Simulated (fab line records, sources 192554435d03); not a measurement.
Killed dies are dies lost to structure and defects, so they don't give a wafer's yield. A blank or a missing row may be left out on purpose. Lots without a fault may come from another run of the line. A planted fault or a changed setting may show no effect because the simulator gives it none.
fab line records | flow n5_finfet
record lots=4 wafers=12 last_day=18
route steps=1938 shown MOL_CONTACT_COAG@582 BEOL_M4@1111
lots that met no fault: from a run of the same line without faults
start_h: hours from the record's first day to the start of the lot's first wafer shown | wait_h: hours since the lot's step before | " the same as in the row above | L1.1+2: a row that stands for several wafers | - no value, or no start given | * or withheld: withheld | < > ~ a bound
route shown NAME@n: a module of which the file shows steps, and the number in the route of the first | usual: mean/standard deviation of fault-free wafers | same: alike in all rows | chamber/n: place in a boat | sites: the reading at each site | _std_site: their standard deviation | _edge_site: outer sites' mean less inner sites' | radius_mm: how far each site lies from the wafer's centre | mask NAME#n: copy n | behind: the tool/chamber that last shaped the wafer | hold: why the lot was held/for how many hours/how that ended | device: the transistor (n, p or np) that didn't switch | end of line: the same wafers' tests at the end of the route | a step without rows: its recipe alone | killed: dies lost to structure and defects at the first sort, not the wafer's yield | map: a wafer's dies, x killed, . not, _ none there
set.NAME: the setting as run; set.NAME@STEP: as run at that earlier step | model.NAME: the simulator's own value behind a step, which no gauge read
lots at some steps of the route; a table a step, a row a wafer
services: from which hour (start_h, from the record's first day; less than 0 if before it) a tool's chamber was out of use, for how many hours, and why
## steps
# step N5_MOL_CONTACT_COAG_STRIP_92
# recipe chemistry=N2/H2 temp_c=40 n2_flow_sccm=200 h2_flow_sccm=200 rf_frequency_hz=6e+07
# step N5_MOL_CONTACT_COAG_STRIP_93
# recipe chemistry=N2/H2 temp_c=40 n2_flow_sccm=200 h2_flow_sccm=200 rf_frequency_hz=6e+07
# step N5_MOL_CONTACT_COAG_ETCHBACK_135
# recipe chemistry=CHF3 target=SiO2 target_depth_a=250 time_s=16.7 ion_energy_ev=200 pressure_mtorr=30 source_w=610 bias_w=170 Ar_flow_sccm=200 CHF3_flow_sccm=50
# step N5_MOL_CONTACT_COAG_STRIP_118
# recipe chemistry=CHF3 resist=SiARC rf_frequency_hz=6e+07
# step N5_MOL_CONTACT_COAG_VIA_ETCH_46
# recipe chemistry=C4F6/O2 target_depth_a=460 overetch_a=92 mask_material=SOC target=SiO2 bias_w=455 pressure_mtorr=10 time_s=40 source_w=325 Ar_flow_sccm=300 C4F6_flow_sccm=10 O2_flow_sccm=10 ion_energy_ev=575.3 ends=end_point
# step N5_MOL_CONTACT_COAG_STRIP_96
# recipe chemistry=N2/H2 power_w=500 temp_c=40 pressure_mtorr=50 rf_frequency_hz=6e+07 overash_fraction=0.3 bias_power_w=28 h2_frac=0.5 n2_flow_sccm=300 h2_flow_sccm=300
# step N5_MOL_CONTACT_COAG_ETCH_47
# recipe chemistry=CH3F/O2 target=SiNx target_depth_a=270 mask_material=SiO2 stop_on=W over_etch_frac=0.2 ion_energy_ev=120 endpoint=OES-CN pressure_mtorr=30 source_w=395 bias_w=73 Ar_flow_sccm=150 CH3F_flow_sccm=30 O2_flow_sccm=20 ends=end_point
# step N5_MOL_CONTACT_COAG_STRIP_119
# recipe chemistry=N2/H2 time_s=30 power_w=1000 temp_c=250 pressure_mtorr=withheld n2_flow_sccm=1750 h2_flow_sccm=3250
# step N5_MOL_CONTACT_COAG_PRECLEAN_144
# recipe chemistry=alkaline_clean temp_c=60 time_s=60 do_ppb=50
# step N5_MOL_CONTACT_COAG_SRD_145
# recipe dry=ipa_marangoni time_s=30 temp_c=23 rinse_liquid=diw
# step N5_MOL_CONTACT_COAG_COAT_62
# recipe resist=SOC temp_c=250 time_s=60 spin_rpm=1500 resist_thk_nm=60
# step N5_MOL_CONTACT_COAG_COAT_63
# recipe resist=SiARC temp_c=220 time_s=60 spin_rpm=1500 resist_thk_nm=10
# usual plate_temp_C=220.01/0.15 spin_speed_rpm=1500.0/1
# columns lot.wafer tool chamber start_h wait_h plate_temp_C spin_speed_rpm
L425.1 litho_track-01 0 148.07 - 219.95 1546.1
L425.2 " 0 " " 219.75 1546.7
L425.4 " 0 " " 219.86 1546.6
L427.1 litho_track-01 0 157.50 - 220.15 1546.8
L427.3 " 0 " " 220.11 1547.6
L427.4 " 0 " " 220.14 1548.1
L437.2 litho_track-05 0 212.25 - 219.99 1500.5
L437.5 " 0 " " 220.13 1501.5
L437.6 " 0 " " 219.99 1499.6
L441.3 litho_track-01 0 239.74 - 220.04 1501.6
L441.5 " 0 " " 219.87 1498.7
L441.6 " 0 " " 220.08 1498.4
# step N5_MOL_CONTACT_COAG_COAT_64
# recipe resist=underlayer temp_c=205 time_s=60 spin_rpm=1500 resist_thk_nm=10
# step N5_MOL_CONTACT_COAG_COAT_34
# recipe resist=CAR-EUV spin_rpm=1500 resist_thk_nm=40
# step N5_MOL_CONTACT_COAG_EBR_36
# recipe solvent=PGMEA ebr_width_mm=1.5
# step N5_MOL_CONTACT_COAG_SOFTBAKE_35
# recipe temp_c=110 time_s=60 resist=CAR-EUV
# step N5_MOL_CONTACT_COAG_EXPOSE_37
# recipe mask_id=VD na=0.33 source_shape=annular sigma_inner=0.3 sigma_outer=0.7 polarization=unpolarized defocus_nm=0 dose_mj=62
# step N5_MOL_CONTACT_COAG_PEB_38
# recipe peb_temp_c=100 peb_time_s=60 resist=CAR-EUV
# step N5_MOL_CONTACT_COAG_DEVELOP_39
# recipe develop_time_s=30 developer=TMAH resist=CAR-EUV rinse_liquid=surfactant_rinse dry=air_spin dev_temp_c=23
# step N5_MOL_CONTACT_COAG_DESCUM_45
# recipe chemistry=O2 time_s=7 source_power_w=50 bias_power_w=20 pressure_mtorr=20 rf_frequency_hz=2.712e+07 temp_c=40 resist=CAR-EUV o2_flow_sccm=225
# step N5_MOL_CONTACT_COAG_ETCH_65
# recipe chemistry=N2/H2 target=underlayer target_depth_a=130 mask_material=CAR-EUV time_s=10.4 ion_energy_ev=200 pressure_mtorr=30 source_w=840 bias_w=150 n2_flow_sccm=200 h2_flow_sccm=200 ends=cleared
# step N5_MOL_CONTACT_COAG_ETCH_66
# recipe chemistry=CF4 target=SiARC target_depth_a=130 mask_material=CAR-EUV time_s=21.7 ion_energy_ev=80 pressure_mtorr=40 source_w=545 bias_w=36 Ar_flow_sccm=100 cf4_flow_sccm=100 ends=cleared
# usual chamber_pressure_mTorr=40.01/0.039 drypump_motor_current_A=5.7/0.43 etch_rf_on_time_s=21.7/0.33 oes_product_au=0.64/0.062 rf_vpp_V=183.6/0.97 showerhead_plenum_p_Torr=2.11/0.032 throttle_valve_pct=15.69/0.25
# columns lot.wafer tool chamber start_h wait_h chamber_pressure_mTorr drypump_motor_current_A etch_rf_on_time_s oes_product_au rf_hours_counter_h rf_vpp_V showerhead_plenum_p_Torr throttle_valve_pct model.etch.depth_nm
L425.1 rie_diel-02 2 148.95 0.0 40.07 5.9 21.8 0.64 161 184.6 2.14 16.03 9.866
L425.2 " 0 " " 40.08 5.6 21.2 0.68 101 182.4 2.07 15.57 9.906
L425.4 " 1 " " 40.02 6.1 21.2 0.63 151 184.3 2.14 15.44 9.869
L427.1 rie_diel-05 3 158.08 0.0 40.03 5.8 21.7 0.60 206 181.8 2.13 16.04 9.881
L427.3 " 2 " " 39.93 5.2 21.4 0.62 166 182.9 2.05 15.71 9.874
L427.4 " 0 " " 39.96 5.1 21.7 0.58 224 184.2 2.12 15.61 9.85
L437.2 rie_diel-02 3 212.83 0.0 40.00 6.1 21.4 0.66 129 184.8 2.15 15.56 10.03
L437.5 " 1 " " 39.99 6.1 21.6 0.61 - 182.8 2.14 15.49 10.02
L437.6 " 0 " " 40.01 5.6 21.5 0.66 - 182.8 2.06 15.62 10.02
L441.3 rie_diel-01 3 240.62 0.0 40.04 4.8 21.9 0.61 221 184.0 2.12 15.90 9.985
L441.5 " 0 " " 40.01 6.5 21.9 0.72 - 182.1 2.09 15.25 9.999
L441.6 " 3 " " 39.97 4.8 22.4 0.60 - 184.4 2.12 15.90 10.04
# step N5_MOL_CONTACT_COAG_ALD_133
# recipe material=SiO2 target_thk_a=50 temp_c=100 ald_precursor_family=BDEAS ald_co_reactant=O2-plasma pulse_time_s=1 co_reactant_pulse_time_s=1 purge_time_s=2 co_reactant_purge_time_s=2 ald_cycles=35 pressure_torr=2
# step N5_BEOL_M4_RC_MEAS_101
# usual DIBL_N=36.5/1.4 DIBL_P=36.5/1.6 IOFF_N=0.163/0.022 IOFF_P=0.219/0.029 ION_N=675/8.3 ION_P=464/6.2 SS_N=71.5/0.52 SS_P=73.4/0.57 VT_N=249.7/2.6 VT_P=-250/3
# columns lot.wafer tool chamber start_h wait_h DIBL_N[mV/V] DIBL_P[mV/V] IOFF_N[nA/um] IOFF_P[nA/um] ION_N[uA/um] ION_P[uA/um] SS_N[mV/dec] SS_P[mV/dec] VT_N[mV] VT_P[mV]
L425.1 prober-01 0 213.01 0.0 35.2 35.1 0.147 0.180 673 462 71.7 72.9 250.7 -253
L425.2 " 0 " " 34.9 34.8 0.145 0.179 675 461 71.0 72.5 252.5 -252
L425.4 " 0 " " 36.8 37.2 0.177 0.200 680 461 72.1 73.4 246.7 -250
L427.1 prober-02 0 240.24 0.0 37.4 36.2 0.161 0.217 681 464 71.1 73.3 251.2 -251
L427.3 " 0 " " 37.1 36.2 0.158 0.214 666 456 71.7 74.0 250.3 -251
L427.4 " 0 " " 38.1 37.6 0.178 0.255 678 470 71.6 73.9 249.1 -248
L437.2 prober-02 0 285.92 0.2 37.7 37.0 0.170 0.215 675 453 71.4 73.0 249.1 -250
L437.5 " 0 " " 37.2 36.8 0.177 0.218 685 464 71.9 73.8 246.9 -251
L437.6 " 0 " " 37.3 36.4 0.182 0.223 681 464 71.8 72.6 246.4 -249
L441.3 prober-02 0 317.03 0.3 36.0 35.2 0.146 0.213 671 470 72.1 73.3 251.6 -248
L441.5 " 0 " " 36.0 35.6 0.148 0.219 673 463 71.5 73.5 250.7 -249
L441.6 " 0 " " 34.4 32.7 0.123 0.188 675 471 70.1 73.1 250.2 -250
## services
# columns tool chamber start_h hours kind
rie_diel-01 1 126.77 8.7 repair
rie_diel-01 2 136.93 - clean
rie_diel-01 2 136.93 - consumable_replace:focus_ring
rie_diel-01 2 136.93 22.3 scheduled_down
rie_diel-01 2 136.93 22.3 vent_cycle
rie_diel-05 0 141.50 9.7 repair
rie_diel-05 1 163.92 15.8 repair
rie_diel-05 1 184.07 - clean
rie_diel-05 1 184.07 - consumable_replace:focus_ring
rie_diel-05 1 184.07 21.9 scheduled_down
rie_diel-05 1 184.07 21.9 vent_cycle
rie_diel-01 0 205.00 10.7 repair
rie_diel-05 3 217.36 2.8 repair
rie_diel-05 0 221.67 - clean
rie_diel-05 0 221.67 - consumable_replace:focus_ring
rie_diel-05 0 221.67 19.9 scheduled_down
rie_diel-05 0 221.67 19.9 vent_cycle
rie_diel-01 1 226.12 7.0 repair
rie_diel-01 1 233.20 - clean
rie_diel-01 1 233.20 - consumable_replace:focus_ring
rie_diel-01 1 233.20 23.2 scheduled_down
rie_diel-01 1 233.20 23.2 vent_cycle
## key
first_sign step=N5_MOL_CONTACT_COAG_COAT_63 reading=spin_speed_rpm direction=up sigmas=45 usual=* struck=*
effect none on later readings
model_effect step=N5_MOL_CONTACT_COAG_ETCH_66 value=etch.depth_nm without=10.03 struck=9.874
met_at N5_MOL_CONTACT_COAG_COAT_63
struck_wafers L425.1,L425.2,L425.4,L427.1,L427.3,L427.4
fault kind=process_parameter_drift tool=litho_track-01 chamber=- onset_h=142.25 steps=N5_MOL_CONTACT_COAG_COAT_63 channel=spin_rpm offset=* shape=step end_h=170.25 acts_in=* stated=*
